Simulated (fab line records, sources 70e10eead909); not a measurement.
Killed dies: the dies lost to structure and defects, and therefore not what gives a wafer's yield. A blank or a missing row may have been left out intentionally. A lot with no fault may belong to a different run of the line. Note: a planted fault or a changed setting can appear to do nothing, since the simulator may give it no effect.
Matching of chambers / flow nand harc / NHARC_P_M1_PRE_CLEAN_32 on pecvd-02 has 3 sister chambers
The step time 12 s. 3 wafers are shown with their chamber, then 7 later ones without.

== WAFERS PAIRED WITH THEIR CHAMBERS ==
wafer=L085.5; chamber=2; heater power w (W)=522
wafer=L087.3; chamber=1; heater power w (W)=532
wafer=L087.4; chamber=0; heater power w (W)=568

== WAFERS WITHOUT THEIR CHAMBER ==
wafer=L087.5; heater power w (W)=541
wafer=L090.3; heater power w (W)=545
wafer=L090.4; heater power w (W)=521
wafer=L090.5; heater power w (W)=579
wafer=L092.1; heater power w (W)=529
wafer=L092.5; heater power w (W)=538
wafer=L092.6; heater power w (W)=464

== WHICH CHAMBER EACH WENT THROUGH ==
wafer=L087.5; from the rows above=can't be placed: 1 or 2 or 0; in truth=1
wafer=L090.3; from the rows above=can't be placed: 1 or 0 or 2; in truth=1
wafer=L090.4; from the rows above=can't be placed: 2 or 1 or 0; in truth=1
wafer=L090.5; from the rows above=can't be placed: 0 or 1 or 2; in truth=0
wafer=L092.1; from the rows above=can't be placed: 1 or 2 or 0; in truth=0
wafer=L092.5; from the rows above=can't be placed: 1 or 2 or 0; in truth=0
wafer=L092.6; from the rows above=can't be placed: 2 or 1 or 0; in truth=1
Correctly placed: 0 of 7. Cannot be placed on the basis of these rows: 7; the candidates contain the true chamber in 7. 0 placed wrongly.
How it was worked out, from the rows above alone: a wafer's distance from a chamber is the root of the sum, over the readings, of the square of ((its reading less the chamber's mean) divided by the reading's scatter). The wafer belongs to the nearest chamber; if the next one is less than 2 further off, it can't be placed. For every chamber, the mean is computed from those of its wafers that are shown. The scatter (one wafer shown for each chamber): square how far every hidden wafer sits from the nearest shown wafer, average those squares and take the square root.
